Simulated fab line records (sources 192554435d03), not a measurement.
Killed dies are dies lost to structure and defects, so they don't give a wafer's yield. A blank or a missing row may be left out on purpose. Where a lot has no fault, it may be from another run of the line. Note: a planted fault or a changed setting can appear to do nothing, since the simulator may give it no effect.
The tool behind it: which one? -- flow n5Finfet -- 24 lots with 72 wafers sampled at 6 steps, on a route of 1938 steps

WHAT THE GAUGES SHOWED, per wafer
N5_BEOL_M13_CD_MEAS_10: target cd 190 nm. Usual: cdNm reads 189.1 nm (standard deviation 1.5).
lot,measured,on,cdNm (nm),flag
L074,day 10 17:47,cdSem-02,191.5 189.7 191.8,
L077,day 11 10:04,cdSem-03,190.8 188.7 191.4,
L075,day 11 11:31,cdSem-03,188.3 188.2 189.0,
L078,day 11 18:25,cdSem-02,190.6 190.8 188.6,
L076,day 11 18:52,cdSem-03,188.1 189.2 189.2,
L081,day 12 01:46,cdSem-03,188.7 190.5 190.7,
L079,day 12 05:29,cdSem-03,191.1 189.5 191.3,
L080,day 12 13:41,cdSem-02,188.5 187.4 188.6,
L082,day 12 19:16,cdSem-01,187.5 188.5 187.2,
L083,day 13 06:24,cdSem-03,188.4 188.1 187.9,
L084,day 13 22:44,cdSem-02,188.1 189.0 187.8,
L088,day 14 03:55,cdSem-01,189.5 186.8 189.7,
L085,day 14 04:10,cdSem-01,189.8 188.3 190.5,
L086,day 14 10:57,cdSem-03,190.9 189.6 191.4,
L087,day 14 18:20,cdSem-03,188.8 187.5 190.2,
L089,day 15 04:22,cdSem-02,189.5 187.5 186.6,
L090,day 15 04:35,cdSem-01,190.7 190.5 188.5,
L092,day 15 04:45,cdSem-02,185.0 188.8 187.3,
L091,day 15 04:55,cdSem-03,185.4 188.3 188.0,
L093,day 15 16:05,cdSem-03,190.4 188.7 190.6,
L097,day 16 12:04,cdSem-01,192.2 190.9 191.5,
L095,day 16 12:34,cdSem-03,188.2 189.9 190.1,
L094,day 16 13:42,cdSem-01,186.8 186.5 191.0,
L096,day 16 14:04,cdSem-03,188.7 188.2 189.9,

N5_BEOL_M13_RS_MEAS_54: uses a four-point probe to measure. Usual: M13_RS gives 0.0448 ohm/sq (standard deviation 0.00089).
lot,measured,on,M13_RS (ohm/sq),flag
L074,day 10 22:23,filmMetro-02,0.0462 0.0440 0.0457,
L077,day 11 15:32,filmMetro-02,0.0457 0.0444 0.0439,
L075,day 11 16:17,filmMetro-01,0.0449 0.0450 0.0443,
L078,day 11 23:21,filmMetro-02,0.0445 0.0461 0.0447,
L076,day 11 23:27,filmMetro-02,0.0469 0.0442 0.0450,
L081,day 12 07:31,filmMetro-02,0.0447 0.0443 0.0448,
L079,day 12 13:41,filmMetro-02,0.0442 0.0464 0.0434,
L080,day 13 00:32,filmMetro-02,0.0447 0.0447 0.0446,
L082,day 13 00:23,filmMetro-01,0.0434 0.0456 0.0434,
L083,day 13 10:56,filmMetro-01,0.0452 0.0452 0.0453,
L084,day 14 03:47,filmMetro-01,0.0448 0.0435 0.0451,
L088,day 14 08:36,filmMetro-01,0.0442 0.0460 0.0461,
L085,day 14 09:44,filmMetro-01,0.0443 0.0443 0.0443,
L086,day 14 17:46,filmMetro-02,0.0462 0.0432 0.0435,
L087,day 14 23:02,filmMetro-02,0.0462 0.0454 0.0445,
L089,day 15 13:39,filmMetro-01,0.0445 0.0456 0.0462,
L090,day 15 13:47,filmMetro-02,0.0450 0.0450 0.0446,
L092,day 15 13:59,filmMetro-02,0.0447 0.0439 0.0462,
L091,day 15 14:12,filmMetro-02,0.0447 0.0445 0.0456,
L093,day 15 20:08,filmMetro-01,0.0459 0.0442 0.0465,
L097,day 16 17:53,filmMetro-02,0.0444 0.0443 0.0442,
L095,day 16 21:30,filmMetro-01,0.0443 0.0440 0.0444,
L094,day 16 21:56,filmMetro-01,0.0438 0.0441 0.0441,
L096,day 16 22:13,filmMetro-01,0.0456 0.0441 0.0460,

EACH LOT AND THE TOOL THAT RAN IT (in order: tool; ch and the chambers of the sampled wafers; start)
lot,N5_BEOL_M12_ETCH_38,N5_BEOL_M12_SPUTTER_43,N5_BEOL_M13_STRIP_64,N5_BEOL_M13_ETCH_67
L074,"rieDiel-02 ch 0,1,2, day 10 15:28","pvdSputter-03, day 10 16:07","plasmaAsher-01 ch 0, day 10 18:15","rieDiel-01 ch 0,2,3, day 10 18:58"
L077,"rieDiel-02 ch 1,3, day 11 07:55","pvdSputter-03, day 11 08:23","plasmaAsher-01 ch 0,1, day 11 10:32","rieDiel-01 ch 0,1,2, day 11 11:16"
L075,"rieDiel-06 ch 1,2,3, day 11 08:40","pvdSputter-02, day 11 09:34","plasmaAsher-02 ch 0,1, day 11 11:59","rieDiel-03 ch 0,2,3, day 11 12:35"
L078,"rieDiel-04 ch 1,2, day 11 13:42","pvdSputter-02, day 11 14:15","plasmaAsher-02 ch 0,1, day 11 18:53","rieDiel-01 ch 2,3, day 11 19:37"
L076,"rieDiel-04 ch 0,3, day 11 13:50","pvdSputter-03, day 11 14:25","plasmaAsher-02 ch 0,1, day 11 19:21","rieDiel-05 ch 1,2,3, day 11 19:56"
L081,"rieDiel-02 ch 1,3, day 11 23:41","pvdSputter-03, day 11 23:58","plasmaAsher-02 ch 0,1, day 12 02:25","rieDiel-03 ch 2,3, day 12 03:07"
L079,"rieDiel-06 ch 2,3, day 12 02:46","pvdSputter-02, day 12 03:17","plasmaAsher-01 ch 0,1, day 12 06:01","rieDiel-05 ch 1,2,3, day 12 06:44"
L080,"rieDiel-06 ch 0,3, day 12 11:25","pvdSputter-01, day 12 12:02","plasmaAsher-02 ch 0,1, day 12 14:11","rieDiel-03 ch 1,3, day 12 14:53"
L082,"rieDiel-06 ch 0,1,2, day 12 16:50","pvdSputter-03, day 12 17:29","plasmaAsher-01 ch 0,1, day 12 19:45","rieDiel-01 ch 0,1, day 12 20:20"
L083,"rieDiel-02 ch 0,1,3, day 13 03:59","pvdSputter-03, day 13 04:27","plasmaAsher-02 ch 0,1, day 13 07:16","rieDiel-01 ch 0,2,3, day 13 07:52"
L084,"rieDiel-04 ch 0,1, day 13 20:39","pvdSputter-02, day 13 20:57","plasmaAsher-02 ch 0,1, day 13 23:15","rieDiel-05 ch 0,2, day 13 23:51"
L088,"rieDiel-06 ch 1,2, day 14 01:46","pvdSputter-03, day 14 02:16","plasmaAsher-01 ch 0,1, day 14 04:38","rieDiel-01 ch 0,1,3, day 14 05:20"
L085,"rieDiel-06 ch 1,3, day 14 01:52","pvdSputter-02, day 14 02:18","plasmaAsher-02 ch 1, day 14 04:58","rieDiel-03 ch 0,1,3, day 14 05:45"
L086,"rieDiel-02 ch 0,3, day 14 08:32","pvdSputter-01, day 14 09:08","plasmaAsher-01 ch 0,1, day 14 11:25","rieDiel-05 ch 0,1,2, day 14 12:15"
L087,"rieDiel-06 ch 1,2,3, day 14 16:07","pvdSputter-03, day 14 16:38","plasmaAsher-01 ch 0,1, day 14 19:26","rieDiel-01 ch 0,2,3, day 14 20:02"
L089,"rieDiel-02 ch 0,2,3, day 15 02:01","pvdSputter-01, day 15 02:37","plasmaAsher-02 ch 0,1, day 15 04:57","rieDiel-01 ch 0,2,3, day 15 05:41"
L090,"rieDiel-02 ch 0,1,2, day 15 02:16","pvdSputter-03, day 15 02:38","plasmaAsher-02 ch 0,1, day 15 05:19","rieDiel-03 ch 1,2, day 15 05:57"
L092,"rieDiel-04 ch 0,1,3, day 15 02:17","pvdSputter-02, day 15 02:47","plasmaAsher-02 ch 0,1, day 15 05:25","rieDiel-01 ch 0,1,2, day 15 06:21"
L091,"rieDiel-02 ch 0,3, day 15 02:25","pvdSputter-03, day 15 02:57","plasmaAsher-02 ch 0,1, day 15 05:37","rieDiel-03 ch 1,2,3, day 15 06:30"
L093,"rieDiel-02 ch 0,1, day 15 13:50","pvdSputter-01, day 15 14:26","plasmaAsher-01 ch 0,1, day 15 16:34","rieDiel-01 ch 2,3, day 15 17:18"
L097,"rieDiel-02 ch 0,3, day 16 09:52","pvdSputter-03, day 16 10:23","plasmaAsher-02 ch 0,1, day 16 12:47","rieDiel-03 ch 1,2, day 16 13:29"
L095,"rieDiel-02 ch 0,3, day 16 10:00","pvdSputter-03, day 16 10:47","plasmaAsher-02 ch 0,1, day 16 13:05","rieDiel-05 ch 0,3, day 16 13:41"
L094,"rieDiel-06 ch 0,2,3, day 16 11:11","pvdSputter-01, day 16 11:41","plasmaAsher-02 ch 1, day 16 14:11","rieDiel-03 ch 0,1,3, day 16 14:47"
L096,"rieDiel-04 ch 2,3, day 16 11:15","pvdSputter-02, day 16 11:46","plasmaAsher-02 ch 0,1, day 16 14:32","rieDiel-05 ch 1,3, day 16 15:22"
- N5_BEOL_M12_ETCH_38: etches SiCN in CF4/N2, target depth 68.7 nm, time 73.4 s.
- N5_BEOL_M12_SPUTTER_43: material TaN, target thk 15 nm, time 24.19 s.
- N5_BEOL_M13_STRIP_64: strips in N2/H2.
- N5_BEOL_M13_ETCH_67: etches SiARC in CF4, target depth 143 nm, time 238.3 s.

WHAT THE TOOLS THEMSELVES READ (means of the sampled wafers that have a number; where no wafer has one, the mark that the record gives instead)
N5_BEOL_M12_ETCH_38. Usual: drypumpMotorCurrentA 5.6 A, standard deviation 0.39; oesProductAu 0.81 a.u., standard deviation 0.094; rfVppV 381.9 V, standard deviation 1.8; showerheadPlenumPTorr 2.19 Torr, standard deviation 0.066; throttleValvePct 15.46 %, standard deviation 0.25.
lot,tool,drypumpMotorCurrentA (A),oesProductAu (a.u.),rfVppV (V),showerheadPlenumPTorr (Torr),throttleValvePct (%),flag
L074,rieDiel-02,5.5,0.71,383.4,2.20,15.42,
L077,rieDiel-02,5.5,0.75,380.0,2.11,15.46,
L075,rieDiel-06,5.7,0.79,380.4,2.16,15.58,
L078,rieDiel-04,5.4,0.71,380.7,2.14,15.73,
L076,rieDiel-04,5.7,0.75,380.8,2.17,15.55,
L081,rieDiel-02,5.5,0.74,379.4,2.11,15.47,
L079,rieDiel-06,5.5,0.78,380.4,2.16,15.55,
L080,rieDiel-06,5.6,0.84,380.2,2.16,15.36,
L082,rieDiel-06,5.8,0.81,381.2,2.16,15.53,
L083,rieDiel-02,5.6,0.83,381.7,2.17,15.40,
L084,rieDiel-04,5.4,0.81,381.4,2.16,15.61,
L088,rieDiel-06,5.7,0.73,381.6,2.17,15.74,
L085,rieDiel-06,6.0,0.82,381.1,2.14,15.60,
L086,rieDiel-02,5.7,0.89,382.4,2.23,15.31,
L087,rieDiel-06,5.7,0.77,381.1,2.15,15.66,
L089,rieDiel-02,5.3,0.81,383.4,2.22,15.42,
L090,rieDiel-02,5.4,0.86,384.9,2.28,15.19,
L092,rieDiel-04,5.6,0.79,381.1,2.16,15.52,
L091,rieDiel-02,5.7,0.88,382.6,2.22,15.33,
L093,rieDiel-02,5.8,0.94,383.8,2.29,15.09,
L097,rieDiel-02,5.4,0.83,382.0,2.18,15.53,
L095,rieDiel-02,5.4,0.82,381.7,2.18,15.51,
L094,rieDiel-06,5.6,0.77,381.4,2.15,15.54,
L096,rieDiel-04,5.8,0.85,381.8,2.14,15.27,

N5_BEOL_M12_SPUTTER_43. Usual: susceptorTempC 49.99 C, standard deviation 0.11; throttleValvePct 29.6 %, standard deviation 1.
lot,tool,susceptorTempC (C),throttleValvePct (%),flag
L074,pvdSputter-03,49.87,29.4,
L077,pvdSputter-03,50.08,29.0,
L075,pvdSputter-02,49.92,29.9,
L078,pvdSputter-02,50.05,30.2,
L076,pvdSputter-03,50.01,29.0,
L081,pvdSputter-03,50.02,29.8,
L079,pvdSputter-02,49.99,30.1,
L080,pvdSputter-01,49.92,28.7,
L082,pvdSputter-03,49.94,28.3,
L083,pvdSputter-03,49.90,29.6,
L084,pvdSputter-02,50.01,29.4,
L088,pvdSputter-03,50.03,29.7,
L085,pvdSputter-02,49.99,29.8,
L086,pvdSputter-01,49.88,30.4,
L087,pvdSputter-03,50.00,28.9,
L089,pvdSputter-01,50.09,31.3,
L090,pvdSputter-03,49.94,29.1,
L092,pvdSputter-02,50.07,29.9,
L091,pvdSputter-03,50.01,28.8,
L093,pvdSputter-01,49.91,28.8,
L097,pvdSputter-03,49.95,29.7,
L095,pvdSputter-03,50.10,29.8,
L094,pvdSputter-01,49.98,30.1,
L096,pvdSputter-02,50.04,30.0,

N5_BEOL_M13_STRIP_64. Usual: drypumpMotorCurrentA 5.8 A, standard deviation 0.45; heaterPowerW 332 W, standard deviation 8.5; oesProductAu 0.715 a.u., standard deviation 0.0047; stripTimeToEndpointS 31.33 s, standard deviation 0.065.
lot,tool,drypumpMotorCurrentA (A),heaterPowerW (W),oesProductAu (a.u.),stripTimeToEndpointS (s),flag
L074,plasmaAsher-01,5.4,325,0.717,31.34,
L077,plasmaAsher-01,5.3,343,0.714,31.38,
L075,plasmaAsher-02,5.9,334,0.717,31.31,
L078,plasmaAsher-02,5.9,329,0.717,31.33,
L076,plasmaAsher-02,6.2,336,0.714,31.35,
L081,plasmaAsher-02,6.0,330,0.718,31.37,
L079,plasmaAsher-01,5.3,337,0.714,31.35,
L080,plasmaAsher-02,5.9,327,0.717,31.32,
L082,plasmaAsher-01,5.4,328,0.718,31.28,
L083,plasmaAsher-02,5.9,331,0.711,31.34,
L084,plasmaAsher-02,6.2,334,0.715,31.37,
L088,plasmaAsher-01,5.4,331,0.721,31.29,
L085,plasmaAsher-02,5.7,327,0.713,31.41,
L086,plasmaAsher-01,5.3,339,0.717,31.39,
L087,plasmaAsher-01,5.3,341,0.714,31.20,
L089,plasmaAsher-02,6.2,330,0.716,31.34,
L090,plasmaAsher-02,5.9,333,0.716,31.34,
L092,plasmaAsher-02,6.2,330,0.715,31.20,
L091,plasmaAsher-02,5.9,334,0.714,31.32,
L093,plasmaAsher-01,5.3,340,0.713,31.29,
L097,plasmaAsher-02,5.9,329,0.719,31.40,
L095,plasmaAsher-02,6.2,331,0.712,31.35,
L094,plasmaAsher-02,5.7,325,0.716,31.34,
L096,plasmaAsher-02,6.2,335,0.720,31.39,

N5_BEOL_M13_ETCH_67. Usual: drypumpMotorCurrentA 5.8 A, standard deviation 0.52; etchRfOnTimeS 235 s, standard deviation 9.4; oesProductAu 0.70 a.u., standard deviation 0.075; rfVppV 183.9 V, standard deviation 1; showerheadPlenumPTorr 2.12 Torr, standard deviation 0.059; throttleValvePct 15.54 %, standard deviation 0.23.
lot,tool,drypumpMotorCurrentA (A),etchRfOnTimeS (s),oesProductAu (a.u.),rfVppV (V),showerheadPlenumPTorr (Torr),throttleValvePct (%),flag
L074,rieDiel-01,6.0,244,0.66,183.2,2.09,15.57,
L077,rieDiel-01,5.8,235,0.73,185.0,2.16,15.47,
L075,rieDiel-03,6.1,226,0.74,183.9,2.12,15.50,
L078,rieDiel-01,5.8,239,0.69,183.3,2.07,15.48,
L076,rieDiel-05,5.5,236,0.73,184.7,2.17,15.34,
L081,rieDiel-03,5.6,230,0.66,183.2,2.11,15.62,
L079,rieDiel-05,5.5,236,0.73,184.5,2.17,15.34,
L080,rieDiel-03,5.3,226,0.75,183.7,2.10,15.58,
L082,rieDiel-01,5.8,232,0.75,185.1,2.22,15.44,
L083,rieDiel-01,6.0,246,0.64,183.9,2.08,15.61,
L084,rieDiel-05,5.9,237,0.68,184.4,2.11,15.36,
L088,rieDiel-01,6.0,241,0.67,184.5,2.15,15.57,
L085,rieDiel-03,5.9,232,0.75,183.2,2.11,15.51,
L086,rieDiel-05,5.8,239,0.67,183.9,2.12,15.44,
L087,rieDiel-01,6.0,242,0.63,183.0,2.08,15.63,
L089,rieDiel-01,6.0,245,0.63,183.7,2.08,15.64,
L090,rieDiel-03,5.0,233,0.63,183.6,2.11,15.87,
L092,rieDiel-01,5.8,237,0.69,183.8,2.15,15.53,
L091,rieDiel-03,5.4,229,0.69,183.0,2.10,15.65,
L093,rieDiel-01,6.1,242,0.63,184.4,2.06,15.60,
L097,rieDiel-03,4.9,231,0.75,183.8,2.10,15.68,
L095,rieDiel-05,5.8,224,0.71,183.1,2.14,15.67,
L094,rieDiel-03,5.9,227,0.73,183.0,2.10,15.55,
L096,rieDiel-05,5.5,239,0.68,184.8,2.16,15.47,

THE ANSWER, worked out from the rows above alone
Rule: lot off if the mean of its wafers having a number is beyond 3 standard deviations from the usual mean. A lot without any number at a reading at which 4 lots or more have one is off too. Any other lot the step has rows for is counted as sound. Order of review: gauges by route order, followed by the tools' own readings, for which a lot's mean as printed above is used. The first step at which some lot is off is used, and at that step the reading that is off furthest; a lot without a number counts as furthest.
Nothing can be told from this: no lot is off at any reading shown.

WHAT HAD BEEN PUT IN BY THE SIMULATOR
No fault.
